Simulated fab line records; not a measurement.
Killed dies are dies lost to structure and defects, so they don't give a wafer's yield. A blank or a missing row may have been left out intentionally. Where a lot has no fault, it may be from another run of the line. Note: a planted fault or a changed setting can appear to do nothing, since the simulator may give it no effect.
Code-filled problem report in 8D (eight disciplines) form :: flow n5_finfet :: the parts of the form that need people (team, actions taken, sign-off) are left out

1. PROBLEM STATEMENT
At N5_PASSIVATION_PROBE_49, killed_at_M4_up averages 967 over 9 wafers from 3 lots, while fault-free wafers read 13, standard deviation 5.4. So: +99 or more standard deviations from the usual mean.
Seen first at day 16 14:49 on prober-02, wafer L757.1. The record has a number at this step for 9 wafers belonging to 3 lots. Rule for "out" (also "out of limits"): further than 4 standard deviations from the usual mean. The other wafers with a number count as sound.

2. WHAT IT IS, AND WHAT IT ISN'T
question: which readings at this step
is: killed_at_M4_up
is not: killed_at_M0_to_M3, killed_at_front_end, killed_at_other, killed_open, sort_bin_4_leakage, sort_bin_8_speed

question: which lots
is: L756, L757, L760
is not: -

question: which wafers of those lots
is: all that have a number
is not: -

question: read on which tools
is: prober-01, prober-02
is not: -

question: when
is: from day 16 14:49
is not: up to then (0 sound wafers)

3. WHAT RULES OUT EACH SUSPECT
Counting: any tool at a process step up to the reading is kept as a suspect provided that every lot that is out went through it and no sound lot did after the first of them.
- euv_scanner-02 at N5_BEOL_M5_EXPOSE_25 (exposes mask V4, defocus 10 nm): kept. It ran every lot that is out, first L756 (day 12 05:08), and no sound lot after that.
- pvd_sputter-02 at N5_MIM_BOT_SPUTTER_00 (material TiN, target thk 35 nm, time 89.7 s): kept. It ran every lot that is out and that the record shows at this step, first L760 (day 17 04:37), and no sound lot after that. The record shows only 1 of the 3 lots at this step.
- rie_metal-01 at N5_MIM_TOP_ETCH_ETCH_00 (etches TiN in Cl2/BCl3, target depth 38.5 nm): kept. It ran every lot that is out and that the record shows at this step, first L760 (day 17 06:30), and no sound lot after that. The record shows only 1 of the 3 lots at this step.
- rie_diel-02 at N5_PASSIVATION_ETCH_54 (etches SiO2 in CHF3/O2, target depth 880 nm, time 440 s): kept. It ran every lot that is out and that the record shows at this step, first L760 (day 17 15:34), and no sound lot after that. The record shows only 1 of the 3 lots at this step.
Left after counting: euv_scanner-02 at N5_BEOL_M5_EXPOSE_25, pvd_sputter-02 at N5_MIM_BOT_SPUTTER_00, rie_metal-01 at N5_MIM_TOP_ETCH_ETCH_00, rie_diel-02 at N5_PASSIVATION_ETCH_54.

4. THE CAUSE (what the simulator had put in)
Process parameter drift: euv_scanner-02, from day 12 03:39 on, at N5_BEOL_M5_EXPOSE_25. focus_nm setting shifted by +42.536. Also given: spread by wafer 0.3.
4 suspects survive the count, and this tool is in that group.

5. THE EFFECT CHAIN, in route order
Rows list readings where the struck wafers' mean (over those with a number) sits beyond 3 standard deviations from the usual. Scope: only readings with a usual standard deviation given in the record; hours: median across lots of the time from each lot's start at the first step in this table that gives one to its start at this step; sigmas: change in usual standard deviations.
hours: 0
step: N5_PASSIVATION_PROBE_49
reading: defect_limited_yield
usual: 91.3 %
on struck wafers: 11.1
change: -80.2
sigmas: -57

hours: 0
step: N5_PASSIVATION_PROBE_49
reading: killed_at_M4_up
usual: 13
on struck wafers: 967
change: +954
sigmas: +99 or more

hours: 0
step: N5_PASSIVATION_PROBE_49
reading: killed_dies
usual: 103
on struck wafers: 1049
change: +946
sigmas: +59

hours: 0
step: N5_PASSIVATION_PROBE_49
reading: killed_on_rim
usual: 13
on struck wafers: 134
change: +121
sigmas: +30

hours: 0
step: N5_PASSIVATION_PROBE_49
reading: sort_bin_5_function
usual: 5.1 %
on struck wafers: 21.5
change: +16.4
sigmas: +18

hours: 0
step: N5_PASSIVATION_PROBE_49
reading: sort_n_pass
usual: 1077
on struck wafers: 131
change: -946
sigmas: -56

hours: 0
step: N5_PASSIVATION_PROBE_49
reading: sort_yield_pct
usual: 91.2 %
on struck wafers: 11.1
change: -80.1
sigmas: -57
The process steps in it:
- N5_PASSIVATION_PROBE_49

6. HOW IT WOULD HAVE BEEN CAUGHT EARLIER
In this record no reading fell out of limits until day 16 14:49, 107 hours after the fault had begun at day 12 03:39.
Of the tool readings at N5_BEOL_M5_EXPOSE_25 for which the record gives a usual standard deviation, none was out on any struck wafer, so an alarm limit of 4 standard deviations on them would not have fired.
The start of N5_BEOL_M5_EXPOSE_25 on euv_scanner-02 came by day 16 14:49 for every one of the lots that are out (3). None of them would have been spared by holding the tool at that moment.
